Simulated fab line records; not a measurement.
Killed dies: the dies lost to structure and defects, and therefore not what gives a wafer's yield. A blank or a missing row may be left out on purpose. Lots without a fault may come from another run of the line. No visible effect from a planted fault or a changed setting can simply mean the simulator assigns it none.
A struck lot beside a sound one || flow nandHarc || 15 steps out of a route of 1302
Sound: these wafers, L331.3, L331.4, L331.5. Struck: wafers L342.1, L342.2, L342.4. The cause comes at the end.
Each step with rows lists, per side, the tool, then ch with its chambers, then its first start. Under that, the readings that differ: sound wafers || struck wafers || difference of the means || sigmas: that difference in standard deviations of wafers without a fault.
alike: readings with means less than 2 such deviations apart, plus words and numbers identical on both sides. not compared: withheld readings, readings lacking a value on some wafer, bounds such as >300 that could conceal the same value, and numbers that have no deviation in the record and whose values overlap.
The two part at a step that has a row with sigmas, a row that says differs or no value, or rows on one side only. When numbers do not overlap yet have no deviation, they are printed without sigmas and do not part them. A reading missing from all wafers of one side parts the sides only when that side holds two or more wafers.

first, 1 step without rows for these wafers: NHARC_A_DECK1_JOINT_SRD_15.
NHARC_A_DECK1_JOINT_DEP_16: deposits SiO2, target thk 45 nm.
  sound on pecvd-03 ch 0,1,2, day 13 12:41; struck on pecvd-01 ch 0,1,2, day 17 15:54
  alike: heaterPowerOuterW, heaterPowerW, throttleValvePct
  not compared: sinceWetCleanH
NHARC_A_DECK1_JOINT_THK_MEAS_17: measures by ellipsometry.
  sound on filmMetro-01, day 13 12:54; struck on filmMetro-01, day 17 16:10
  alike: thkNm
NHARC_A_DECK1_JOINT_INSPECT_05:
  sound on defectInspect-01, day 13 12:56; struck on defectInspect-01, day 17 16:13
  alike: rawDefectCount
after that, 1 step with no rows for these wafers: NHARC_A_ONON_D2_DEP_00 (target thk 1000 nm).
NHARC_A_ONON_D2_THK_MEAS_02: measures by ellipsometry.
  sound on filmMetro-02, day 13 13:31; struck on filmMetro-02, day 17 16:47
{"reading": "thkNm (nm)", "sound": "1011 1010 1012", "struck": "971 974 973", "difference": -38, "sigmas": -3}
after that, 1 step with no rows for these wafers: NHARC_A_ONON_D2_DEP_03 (target thk 1000 nm).
NHARC_A_ONON_D2_THK_MEAS_05: measures by ellipsometry.
  sound on filmMetro-02, day 13 14:05; struck on filmMetro-01, day 17 17:22
{"reading": "thkNm (nm)", "sound": "1022 1022 1022", "struck": "998 999 998", "difference": -24, "sigmas": -2}
after that, 1 step with no rows for these wafers: NHARC_A_ONON_D2_DEP_06 (target thk 1000 nm).
NHARC_A_ONON_D2_THK_MEAS_08: measures by ellipsometry.
  sound on filmMetro-01, day 13 14:39; struck on filmMetro-01, day 17 17:55
  alike: thkNm
after that, 1 step with no rows for these wafers: NHARC_A_ONON_D2_DEP_09 (target thk 1000 nm).
NHARC_A_ONON_D2_THK_MEAS_11: measures by ellipsometry.
  sound on filmMetro-02, day 13 15:13; struck on filmMetro-02, day 17 18:29
  alike: thkNm
NHARC_A_ONON_D2_DEP_12: target thk 1000 nm.
  sound on pecvdOnon-02 ch 0, day 13 15:23; struck on pecvdOnon-03 ch 0, day 17 18:32
NHARC_A_ONON_D2_THK_MEAS_14: measures by ellipsometry.
  sound on filmMetro-01, day 13 15:47; struck on filmMetro-01, day 17 19:14
{"reading": "thkNm (nm)", "sound": "993 992 993", "struck": "933 934 934", "difference": -59, "sigmas": -6}
  not compared: hold
-- break in the record here, with 12 days between the starts of the struck wafers on either side (left off in module A_ONON_D2, picked up again in module END, where the first step shown is number 1302 on the route) --
NHARC_END_SORT_01:
  sound on prober-01 ch 0, day 25 12:35; struck on prober-01 ch 0, day 29 15:30
{"reading": "hold", "sound": "- - -", "struck": "awaitDispo/5.5h/scrap awaitDispo/5.5h/scrap awaitDispo/5.5h/scrap", "difference": "no value on the sound wafers", "sigmas": ""}
{"reading": "killedAtArray", "sound": "18 21 23", "struck": "666 671 670", "difference": "+648", "sigmas": "+31"}
{"reading": "killedAtPeriphery", "sound": "2 2 3", "struck": "11 6 7", "difference": "+6", "sigmas": "+2"}
{"reading": "killedDies", "sound": "20 23 26", "struck": "677 677 677", "difference": "+654", "sigmas": "+33"}
  alike: killedAtOther, killedOpen, killedShort

WHERE THEY PART
At NHARC_A_ONON_D2_THK_MEAS_02 first; at NHARC_END_SORT_01 last (within this record only).

WHY: whatever the simulator had introduced
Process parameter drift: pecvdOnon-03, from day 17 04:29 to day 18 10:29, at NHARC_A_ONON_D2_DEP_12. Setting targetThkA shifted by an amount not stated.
